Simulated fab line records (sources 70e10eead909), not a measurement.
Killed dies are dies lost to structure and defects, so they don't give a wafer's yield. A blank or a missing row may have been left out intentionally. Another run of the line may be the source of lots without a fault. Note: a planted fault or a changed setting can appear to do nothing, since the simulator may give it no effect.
fab line records | flow nandHarc | part 1 of 2: steps 1 to 4 of 6
record: lots: 22 wafers: 66 lastDay: 33
route steps=1302 shown A_STAIRCASE@717
lots that met no fault: taken from a fault-free run of the same line
startH: the number of hours between the record's first day and the start of the first shown wafer of the lot | waitH: hours since the lot's step before | " the same as in the row above | L1.1+2: one row covering several wafers at once | - either no value or no given start | * or withheld: withheld | < > ~ a bound
route shown NAME@n: NAME is a module with steps in the file, n the number in the route of the first one | usual: mean and standard deviation over wafers with no fault | same: alike in all rows | chamber/n: place in a boat | sites: per-site readings | _std_site: how widely they spread, as a standard deviation | _edge_site: inner sites' mean taken away from outer sites' mean | radiusMm: how far each site lies from the wafer's centre | mask NAME#n: copy n | behind: the most recent tool/chamber to have shaped the wafer | hold: the reason the lot was held/the length of the hold in hours/how it ended | device: which transistor (n, p or np) failed to switch | end of line: at the end of the route, the tests of the same wafers | a step without rows: its recipe alone | killed: dies lost to structure and defects at the first sort, not the wafer's yield | map: a wafer's dies, marking killed ones x, the rest . and places with no die _
set.NAME: setting as actually run; set.NAME@STEP: the setting as run at that earlier step | model.NAME: the simulator's own value behind a step, which no gauge read
steps of the route over a sample of lots; a table a step, a row a wafer
services: from which hour (startH, from the record's first day; less than 0 if before it) a tool's chamber was out of use, for how many hours, and why
== steps ==
step: NHARC_A_STAIRCASE_ETCH_203
recipe: targetDepthA: 1000 timeS: 40.5 ionEnergyEv: 400 c4f8FlowSccm: 20 o2FlowSccm: 10 arFlowSccm: withheld rfW: 600 biasW: 1000 chemistry: C4F8/O2
usual: biasW: 1000/3.2 oesProductAu: 0.945/0.015 rfFwdPowerW: 592/3.1 rfVppV: 897/6.1
columns lot.wafer tool chamber startH waitH biasW oesProductAu rfFwdPowerW rfHoursCounterH rfVppV
L075.2 rieDiel-06 0 - - 999 0.939 595 13 892
L075.1 " 3 " " 999 0.942 596 13 889
L075.5 " 1 " " 1000 0.964 591 - 905
L074.4 rieDiel-13 2 - - 1000 0.945 591 5 900
L074.1 " 1 " " 1002 0.953 590 7 901
L074.6 " 2 " " 999 0.948 590 - 901
L076.2 rieDiel-06 2 - - 1004 0.944 596 23 893
L076.6 " 1 " " 995 0.948 589 - 904
L076.5 " 2 " " 1000 0.949 596 - 891
L077.2 rieDiel-13 2 - - 1000 0.928 586 9 900
L077.3 " 3 " " 1006 0.935 592 12 905
L077.6 " 1 " " 1002 0.955 592 - 899
L078.3 rieDiel-06 0 - - 1005 0.935 593 26 893
L078.1 " 2 " " 1001 0.944 595 28 892
L078.6 " 0 " " 1002 0.937 593 - 892
L079.2 rieDiel-09 1 - - 996 0.935 591 21 894
L079.1 " 3 " " 993 0.934 594 24 893
L079.6 " 1 " " 999 0.938 590 - 895
L081.4 rieDiel-06 2 - - 996 0.945 595 38 892
L081.2 " 3 " " 994 0.914 596 33 888
L081.3 " 1 " " 989 0.964 588 37 905
L080.3 rieDiel-13 3 - - 998 0.930 594 29 904
L080.2 " 0 " " 996 0.952 591 32 899
L080.4 " 1 " " 1002 0.946 593 22 899
L082.3 rieDiel-09 3 - - 1007 0.944 595 34 894
L082.5 " 1 " " 996 0.934 591 - 894
L082.6 " 2 " " 1000 0.935 594 - 886
L084.1 rieDiel-13 1 - - 999 0.940 590 32 900
L084.3 " 2 " " 1003 0.929 590 36 899
L084.5 " 0 " " 1004 0.951 588 - 900
L085.2 rieDiel-13 0 - - 1004 0.954 589 46 900
L085.3 " 1 " " 1000 0.960 590 34 899
L085.1 " 2 " " 1003 0.936 585 38 900
L089.3 rieDiel-06 0 - - 1000 0.942 591 5 891
L089.4 " 1 " " 1002 0.957 586 5 904
L089.2 " 2 " " 999 0.940 596 3 891
L088.3 rieDiel-06 0 - - 1000 0.960 596 5 889
L088.4 " 2 " " 1000 0.966 597 3 891
L088.6 " 0 " " 1002 0.968 594 - 892
L087.2 rieDiel-06 3 - - 998 0.932 595 7 889
L087.1 " 0 " " 1003 0.947 596 9 892
L087.6 " 2 " " 999 0.946 595 - 891
L090.2 rieDiel-06 2 - - 1001 0.941 596 9 890
L090.5 " 1 " " 1003 0.966 590 - 905
L090.6 " 2 " " 1004 0.947 594 - 892
L091.2 rieDiel-09 0 - - 999 0.916 595 11 903
L091.4 " 2 " " 998 0.916 596 10 906
L091.5 " 0 " " 999 0.934 594 - 904
L092.4 rieDiel-06 2 - - 995 0.937 598 - 891
L092.6 " 0 " " 995 0.957 594 - 890
L092.5 " 1 " " 1001 0.961 588 - 904
L093.2 rieDiel-09 0 - - 1000 0.926 599 19 903
L093.4 " 1 " " 994 0.956 589 20 894
L093.6 " 0 " " 998 0.924 600 - 901
L094.2 rieDiel-13 3 - - 1001 0.931 594 9 903
L094.5 " 2 " " 999 0.939 588 - 899
L094.4 " 3 " " 1002 0.935 594 - 903
L095.1 rieDiel-09 2 - - 999 0.943 593 20 906
L095.2 " 3 " " 1000 0.944 594 19 893
L095.5 " 1 " " 994 0.962 594 - 894
L097.2 rieDiel-06 1 - - 997 0.949 589 37 904
L097.3 " 2 " " 1005 0.949 593 34 890
L097.1 " 3 " " 1004 0.912 593 22 887
L096.3 rieDiel-13 1 - - 998 0.945 589 20 899
L096.5 " 0 " " 998 0.989 591 - 898
L096.6 " 1 " " 998 0.960 592 - 899
step: NHARC_A_STAIRCASE_TRIM_235
recipe: timeS: 211.2 o2FlowSccm: 500 arFlowSccm: 0 biasW: 0 chemistry: O2
usual: drypumpMotorCurrentA: 5.6/0.47 oesProductAu: 1.001/0.015 rfVppV: 58.0/0.96 showerheadPlenumPTorr: 3.56/0.17 throttleValvePct: 17.036/0.0084
same: biasW: 0
columns lot.wafer tool chamber startH waitH drypumpMotorCurrentA oesProductAu rfHoursCounterH rfVppV showerheadPlenumPTorr throttleValvePct
L075.2 rieDiel-13 1 - - 6.5 1.017 6 59.6 3.65 17.038
L075.1 " 0 " " 6.0 1.002 7 59.8 3.66 17.037
L075.5 " 1 " " 6.4 1.005 - 58.3 3.65 17.053
L074.1 rieDiel-09 2 - - 5.1 1.020 14 57.1 3.28 17.037
L074.4 " 3 " " 5.2 0.996 16 58.8 3.48 17.035
L074.6 " 1 " " 6.1 0.994 - 57.6 3.50 17.025
L076.2 rieDiel-13 0 - - 6.0 0.994 12 56.4 3.65 17.041
L076.6 " 2 " " 5.4 0.989 - 57.2 3.65 17.029
L076.5 " 3 " " 5.9 0.988 - 59.6 3.80 17.020
L077.2 rieDiel-13 2 - - 5.4 0.999 10 58.0 3.65 17.024
L077.3 " 3 " " 5.9 0.991 13 58.2 3.80 17.038
L077.6 " 1 " " 6.5 1.006 - 59.2 3.64 17.036
L079.2 rieDiel-06 1 - - 5.4 1.002 33 58.6 3.79 17.030
L079.1 " 2 " " 5.6 0.996 30 57.6 3.43 17.043
L079.6 " 3 " " 4.8 0.966 - 57.4 3.33 17.035
L078.1 rieDiel-06 0 - - 6.0 1.001 28 57.1 3.42 17.035
L078.3 " 2 " " 5.6 1.013 31 57.2 3.43 17.035
L078.6 " 0 " " 6.0 1.004 - 57.7 3.42 17.038
L081.4 rieDiel-06 0 - - 6.0 1.016 36 58.3 3.41 17.039
L081.2 " 2 " " 5.6 1.027 39 58.7 3.42 17.029
L081.3 " 3 " " 4.8 0.994 34 59.5 3.32 17.030
L080.2 rieDiel-06 1 - - 5.4 1.010 38 56.7 3.79 17.040
L080.4 " 2 " " 5.5 0.997 39 57.6 3.42 17.029
L080.3 " 0 " " 6.0 1.012 36 57.6 3.41 17.047
L082.3 rieDiel-09 0 - - 5.7 1.011 36 59.6 3.75 17.033
L082.6 " 1 " " 6.1 0.988 - 58.9 3.49 17.045
L082.5 " 2 " " 5.1 1.010 - 57.0 3.27 17.050
L084.3 rieDiel-09 3 - - 5.2 1.004 41 58.8 3.46 17.036
L084.1 " 2 " " 5.1 1.006 42 56.8 3.27 17.042
L084.5 " 0 " " 5.7 1.014 - 58.9 3.75 17.027
L085.1 rieDiel-06 2 - - 5.6 0.995 53 58.8 3.42 17.040
L085.3 " 3 " " 4.8 0.976 50 57.1 3.31 17.058
L085.2 " 1 " " 5.4 1.016 48 58.7 3.78 17.032
L089.2 rieDiel-06 3 - - 4.8 0.979 4 57.3 3.31 17.037
L089.3 " 1 " " 5.4 1.033 7 58.4 3.77 17.052
L089.4 " 1 " " 5.5 1.032 - 57.8 3.77 17.035
L088.3 rieDiel-13 3 - - 5.9 0.989 47 58.5 3.78 17.029
L088.4 " 1 " " 6.4 1.003 47 58.6 3.62 17.038
L088.6 " 0 " " 6.0 0.998 - 58.6 3.63 17.032
L087.1 rieDiel-13 3 - - 5.9 0.994 53 58.7 3.78 17.024
L087.2 " 0 " " 6.0 1.020 63 58.2 3.63 17.041
L087.6 " 1 " " 6.5 1.003 - 58.7 3.62 17.057
L090.2 rieDiel-06 1 - - 5.4 1.020 14 59.4 3.77 17.031
L090.6 " 2 " " 5.6 1.012 - 58.0 3.41 17.046
L090.5 " 3 " " 4.8 0.982 - 56.4 3.30 17.040
L091.2 rieDiel-13 3 - - 5.9 0.985 3 56.2 3.78 17.048
L091.4 " 0 " " 6.0 1.024 3 59.1 3.62 17.035
L091.5 " 0 " " 6.0 1.027 - 58.0 3.62 17.029
L092.4 rieDiel-09 2 - - 5.1 0.981 14 57.8 3.80 17.044
L092.6 " 2 " " 5.1 0.974 - 59.3 3.80 17.039
L092.5 " 3 " " 5.2 0.986 - 57.4 3.45 17.028
L094.2 rieDiel-09 1 - - 6.1 1.016 22 57.7 3.47 17.025
L094.4 " 3 " " 5.2 1.000 18 57.7 3.45 17.025
L094.5 " 1 " " 6.1 1.015 - 57.4 3.47 17.032
L093.2 rieDiel-09 0 - - 5.7 0.973 22 58.6 3.73 17.030
L093.4 " 3 " " 5.2 0.986 19 58.2 3.45 17.027
L093.6 " 1 " " 6.1 1.012 - 57.0 3.47 17.033
L095.2 rieDiel-09 0 - - 5.7 0.979 23 58.7 3.73 17.040
L095.1 " 1 " " 6.1 1.017 24 58.0 3.47 17.020
L095.5 " 3 " " 5.1 0.997 - 57.6 3.45 17.036
L097.2 rieDiel-13 3 - - 5.9 1.009 19 57.6 3.77 17.027
L097.3 " 0 " " 6.0 1.042 13 57.3 3.62 17.035
L097.1 " 2 " " 5.4 0.980 19 59.1 3.61 17.054
L096.3 rieDiel-06 2 - - 5.6 1.011 36 57.1 3.39 17.033
L096.5 " 3 " " 4.8 0.970 - 57.0 3.30 17.035
L096.6 " 0 " " 6.0 1.013 - 58.0 3.38 17.036
step: NHARC_A_STAIRCASE_ETCH_253
recipe: targetDepthA: 500 timeS: 20.2 ionEnergyEv: 400 c4f8FlowSccm: 20 o2FlowSccm: 10 arFlowSccm: withheld rfW: 600 biasW: 1000 chemistry: C4F8/O2
usual: biasW: 999.8/2.6 oesProductAu: 0.955/0.019 rfFwdPowerW: 589/3.5 rfVppV: 898/6
columns lot.wafer tool chamber startH waitH biasW oesProductAu rfFwdPowerW rfHoursCounterH rfVppV
L075.1 rieDiel-09 2 367.50 0.2 1000.6 0.951 593 11 887
L075.2 " 0 " " 1003.6 0.939 594 12 905
L075.5 " 2 " " 1001.3 0.949 590 - 886
L074.4 rieDiel-09 0 375.56 0.1 994.6 0.963 594 16 907
L074.1 " 2 " " 998.8 0.986 589 15 886
L074.6 " 0 " " 1002.0 0.950 594 - 905
L076.2 rieDiel-09 3 386.94 0.1 1001.9 0.917 588 19 894
L076.6 " 0 " " 998.0 0.939 592 - 903
L076.5 " 1 " " 1002.0 0.908 585 - 895
L077.3 rieDiel-09 3 394.54 0.1 997.5 0.947 588 21 893
L077.2 " 0 " " 997.7 0.962 593 21 904
L077.6 " 0 " " 1001.5 0.960 593 - 903
L079.1 rieDiel-06 1 408.96 0.1 997.5 0.973 586 33 904
L079.2 " 2 " " 1000.2 0.942 592 31 892
L079.6 " 3 " " 998.6 0.923 588 - 887
L078.1 rieDiel-13 1 413.74 2.9 998.8 0.971 585 19 900
L078.3 " 2 " " 1000.5 0.948 585 21 900
L078.6 " 3 " " 1000.4 0.966 591 - 905
L081.3 rieDiel-13 2 438.12 0.1 998.4 0.958 589 26 900
L081.2 " 0 " " 1001.0 0.981 585 33 901
L081.4 " 1 " " 999.3 0.978 586 23 902
L080.3 rieDiel-06 1 438.67 0.1 1002.5 0.951 586 38 904
L080.4 " 2 " " 998.4 0.950 595 39 893
L080.2 " 3 " " 995.3 0.924 591 34 890
L082.3 rieDiel-09 2 452.16 0.1 998.4 0.980 591 37 885
L082.5 " 1 " " 1003.2 0.967 586 - 894
L082.6 " 2 " " 999.3 0.966 589 - 886
L084.3 rieDiel-09 1 470.53 0.1 995.2 0.953 585 42 895
L084.1 " 3 " " 994.2 0.944 589 41 893
L084.5 " 1 " " 999.2 0.958 587 - 893
L085.2 rieDiel-13 1 476.23 0.1 1000.2 0.920 587 36 901
L085.3 " 2 " " 1003.6 0.912 586 39 900
L085.1 " 0 " " 999.7 0.925 588 47 900
L089.3 rieDiel-09 1 506.93 0.1 1001.4 0.964 586 0 896
L089.4 " 2 " " 999.3 0.947 587 0 908
L089.2 " 3 " " 999.2 0.978 594 0 893
L088.3 rieDiel-13 1 507.65 0.1 1001.8 0.955 585 48 899
L088.4 " 3 " " 1004.9 0.957 592 48 904
L088.6 " 0 " " 996.3 0.970 586 - 900
L087.2 rieDiel-09 3 520.15 0.1 1007.9 0.962 591 3 894
L087.1 " 2 " " 998.0 0.948 590 3 904
L087.6 " 0 " " 1001.9 0.952 594 - 903
L090.2 rieDiel-09 1 527.43 0.1 999.8 0.969 584 9 895
L090.5 " 1 " " 998.4 0.974 585 - 894
L090.6 " 2 " " 1000.6 0.961 593 - 907
L091.2 rieDiel-06 0 540.71 0.1 999.1 0.982 595 24 891
L091.5 " 0 " " 998.3 0.975 591 - 891
L091.4 " 2 " " 1003.4 0.970 593 - 890
L092.4 rieDiel-13 1 550.63 0.1 998.7 0.983 590 6 899
L092.6 " 2 " " 1000.0 0.982 583 - 899
L092.5 " 3 " " 1001.1 0.952 592 - 906
L094.2 rieDiel-09 2 569.62 0.1 998.2 0.953 590 20 905
L094.4 " 3 " " 1000.3 0.950 592 19 892
L094.5 " 0 " " 995.5 0.957 592 - 903
L093.4 rieDiel-13 0 573.12 0.1 1002.1 0.984 584 6 901
L093.2 " 1 " " 995.4 0.952 586 15 900
L093.6 " 3 " " 1003.6 0.950 587 - 906
L095.2 rieDiel-09 2 574.99 0.1 997.6 0.954 590 21 904
L095.1 " 0 " " 997.0 0.948 594 23 904
L095.5 " 2 " " 998.9 0.952 590 - 906
L097.1 rieDiel-13 3 588.22 0.1 1001.2 0.990 590 19 905
L097.3 " 1 " " 998.1 0.952 589 21 900
L097.2 " 2 " " 993.2 0.965 584 20 899
L096.3 rieDiel-06 2 590.04 0.1 1000.0 0.952 593 36 892
L096.5 " 1 " " 999.5 0.956 585 - 905
L096.6 " 2 " " 998.8 0.962 594 - 890
step: NHARC_A_STAIRCASE_DEP_259
recipe: targetThkA: 300 targetThkNm: 30 tempC: 400 pressureTorr: 3.5 flowSccm: 200 rfW: 350 material: SiON
usual: heaterPowerW: 757/60 rfFwdPowerW: 348.4/1.1
columns lot.wafer tool chamber startH waitH heaterPowerW rfFwdPowerW sinceWetCleanH
L075.1 pecvd-02 2 371.41 1.8 649 346.7 131
L075.2 " 0 " " 794 348.0 131
L075.5 " 2 " " 664 349.5 -
L074.1 pecvd-03 2 379.30 2.2 829 349.7 0
L074.6 " 0 " " 693 346.8 -
L074.4 " 1 " " 827 348.7 -
L076.2 pecvd-02 0 390.23 1.3 831 349.8 150
L076.5 " 1 " " 794 348.3 -
L076.6 " 2 " " 675 349.1 -
L077.2 pecvd-01 0 397.79 1.2 721 348.3 14
L077.3 " 1 " " 639 346.4 14
L077.6 " 2 " " 779 347.4 -
L079.1 pecvd-01 1 411.70 1.5 757 348.4 28
L079.2 " 0 " " 684 349.2 28
L079.6 " 0 " " 687 348.9 -
L078.3 pecvd-03 0 416.73 0.9 640 348.1 38
L078.1 " 2 " " 852 348.7 38
L078.6 " 2 " " 845 347.4 -
L081.3 pecvd-01 2 440.89 0.9 779 348.4 57
L081.2 " 1 " " 643 350.8 57
L081.4 " 2 " " 762 348.7 -
L080.3 pecvd-01 2 441.42 0.9 733 349.6 58
L080.2 " 1 " " 732 346.5 58
L080.4 " 1 " " 711 348.5 -
L082.3 pecvd-03 2 456.98 1.0 880 347.8 78
L082.6 " 0 " " 719 349.7 -
L082.5 " 1 " " 702 346.9 -
L084.1 pecvd-02 1 475.24 1.6 797 349.1 54
L084.3 " 2 " " 660 348.2 54
L084.5 " 0 " " 712 346.9 -
L085.2 pecvd-01 1 480.37 1.3 777 345.6 97
L085.1 " 2 " " 762 349.2 97
L085.3 " 0 " " 823 348.1 97
L089.3 pecvd-03 0 509.72 1.0 742 347.2 130
L089.2 " 1 " " 804 347.7 131
L089.4 " 0 " " 721 349.2 -
L088.3 pecvd-03 2 510.46 1.0 883 346.9 131
L088.6 " 1 " " 837 348.3 -
L088.4 " 2 " " 863 349.8 -
L087.1 pecvd-03 2 525.53 1.6 738 350.2 146
L087.2 " 1 " " 802 347.2 146
L087.6 " 1 " " 789 348.3 -
L090.2 pecvd-03 1 530.17 1.2 756 346.4 151
L090.5 " 1 " " 705 346.8 -
L090.6 " 0 " " 713 349.8 -
L091.2 pecvd-03 0 544.29 1.3 747 349.9 165
L091.4 " 2 " " 836 348.9 -
L091.5 " 0 " " 756 348.5 -
L092.5 pecvd-02 2 558.26 1.6 569 347.2 -
L092.6 " 0 " " 761 349.8 -
L092.4 " 1 " " 730 348.5 -
L094.2 pecvd-03 2 572.37 1.2 831 347.8 12
L094.4 " 0 " " 724 348.0 -
L094.5 " 1 " " 752 349.0 -
L093.2 pecvd-01 2 575.95 1.3 729 347.9 11
L093.6 " 0 " " 802 347.3 -
L093.4 " 1 " " 777 347.5 -
L095.1 pecvd-01 2 577.74 1.6 680 348.2 13
L095.2 " 0 " " 811 349.2 13
L095.5 " 0 " " 809 348.8 -
L097.1 pecvd-03 0 592.56 1.6 754 347.2 32
L097.3 " 1 " " 745 348.9 32
L097.2 " 2 " " 791 349.8 32
L096.3 pecvd-01 0 594.22 1.1 779 348.0 -
L096.5 " 2 " " 733 349.5 -
L096.6 " 0 " " 772 346.9 -
